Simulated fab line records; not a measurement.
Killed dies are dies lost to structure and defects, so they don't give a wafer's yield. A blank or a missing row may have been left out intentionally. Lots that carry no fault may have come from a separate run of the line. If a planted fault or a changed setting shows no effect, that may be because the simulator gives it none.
Problem report, 8D (eight disciplines) form, completed by code | flow n5Finfet | the parts of the form that need people (team, actions taken, sign-off) are left out

## 1. PROBLEM STATEMENT
Mean of spinSpeedRpm at N5_BEOL_M1_COAT_76: 916.8 rpm across 6 wafers in 2 lots; on wafers with no fault it is 1500.1 rpm (standard deviation 0.99). So: -99 or more standard deviations from the usual mean.
The step: time 60 s, resist thk 5 nm.
Earliest sighting: wafer L336.1 on lithoTrack-04 at day 9 00:53. At this step, 27 wafers from 9 lots have a number in the record. By rule, "out" or "out of limits" means more than 4 standard deviations away from the usual mean. Any other wafer with a number is counted as sound.

## 2. WHAT IT IS, WHAT IT ISN'T
question                    | is                     | is not
which readings at this step | spinSpeedRpm           | exhaustPa
which lots                  | L336, L338             | L327, L332, L333, L334, L344, L345, L346
which wafers of those lots  | all that have a number | -
read on which tools         | lithoTrack-04          | lithoTrack-01, lithoTrack-02
when                        | from day 9 00:53       | up to then (12 sound wafers); but 9 sound wafers of L344, L345, L346 came after

## 3. SUSPECTS, AND WHAT RULES EACH OUT
Counting: a tool stays on the suspect list if, at a process step up to the reading, it processed all lots that are out and no sound lot following the first of them.
- rieDiel-06 at N5_BEOL_M1_STRIP_66 (strips in CF4): ruled out as a lasting fault. After its first lot that is out, L336 (day 9 00:32), sound lots L344, L346 ran on it.
- lithoTrack-04 at N5_BEOL_M1_COAT_76 (time 60 s, resist thk 5 nm): kept. Every lot that is out went through it, starting with L336 (day 9 00:53), and after that it ran no sound lot; the last sound lot it ran before then is L334 (day 8 06:10). Out on those wafers are its own readings of spinSpeedRpm.
Left after counting: lithoTrack-04 at N5_BEOL_M1_COAT_76.

## 4. THE CAUSE (what the simulator had put in)
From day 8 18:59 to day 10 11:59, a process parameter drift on lithoTrack-04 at N5_BEOL_M1_COAT_76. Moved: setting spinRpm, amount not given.
Counting left only this tool.

## 5. THE CHAIN OF EFFECTS, in route order
Rows list readings where the struck wafers' mean (over those with a number) sits beyond 3 standard deviations from the usual. Readings are gone through only where the record gives a usual standard deviation; hours: the median, over the lots, of the time from a lot's start at the first step in this table giving one to that lot's start at this step; sigmas: the change measured in usual standard deviations.
hours | step               | reading       | usual      | on struck wafers | change | sigmas
0     | N5_BEOL_M1_COAT_76 | spinSpeedRpm  | 1500.1 rpm | 916.8            | -583.3 | -99 or more
1     | N5_BEOL_M1_ETCH_77 | etchRfOnTimeS | 5.27 s     | 6.78             | +1.51  | +8.4
Here are the process steps it includes:
- N5_BEOL_M1_COAT_76: time 60 s, resist thk 5 nm.
- N5_BEOL_M1_ETCH_77: etches underlayer in N2/H2, target depth 6.5 nm, time 5.2 s.
At these later measuring or inspecting steps, every struck wafer for which the step has a row has a number for every such reading, and none has moved that far: N5_BEOL_M1_CD_MEAS_28, N5_BEOL_M4_RC_MEAS_101.

## 6. HOW IT WOULD HAVE BEEN CAUGHT EARLIER
First out-of-limits reading in this record: day 9 00:53, which is 6 hours after fault onset at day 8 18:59.
